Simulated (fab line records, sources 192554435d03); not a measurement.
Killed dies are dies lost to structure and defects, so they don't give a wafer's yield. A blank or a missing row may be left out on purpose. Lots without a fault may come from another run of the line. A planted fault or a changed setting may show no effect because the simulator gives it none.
Which tool did it? | flow n5_finfet | 11 lots, 33 wafers sampled, at 1 step of a route of 1938

WHAT THE GAUGES READ, wafer by wafer
N5_BEOL_M12_OVL_MEAS_29.
lot  | measured     | on         | M12_OVL (nm)
L077 | day 13 06:17 | overlay-02 | 0 -4 2
L078 | day 13 20:57 | overlay-01 | 1 0 2
L080 | day 14 11:55 | overlay-01 | -2 -6 -7
L083 | day 16 19:50 | overlay-02 | -3 3 -3
L085 | day 17 08:10 | overlay-01 | -3 -3 -2
L090 | day 18 05:30 | overlay-01 | -8 -13 -5
L088 | day 18 18:50 | overlay-02 | -7 -4 -3
L097 | day 19 09:28 | overlay-02 | 1 8 6
L092 | day 20 01:40 | overlay-01 | -4 -6 -2
L089 | day 20 10:42 | overlay-01 | -9 -6 -6
L093 | day 20 17:20 | overlay-01 | 1 -1 -2

WHICH TOOL RAN EACH LOT (tool, then ch and the chambers of the sampled wafers, then the start)
The record holds no process step before these readings.

THE ANSWER, worked out from the rows above alone
Rule: what is usual is taken from the lots themselves. Put in order of their means at a reading, lots are off if they are a third of the lots or fewer, leave a main group of 4 or more, and stand apart from it by a gap of 3 or more times the standard deviation of the main group's means; of several such gaps the widest counts. A main group whose means are all the same, to the digits that the tables above print for the reading, isn't used. A lot without any number at a reading at which 4 lots or more have one is off too. The other lots that the step has rows for count as sound.
No lot is off at any reading shown: from this, nothing can be told.

WHAT THE SIMULATOR HAD PUT IN
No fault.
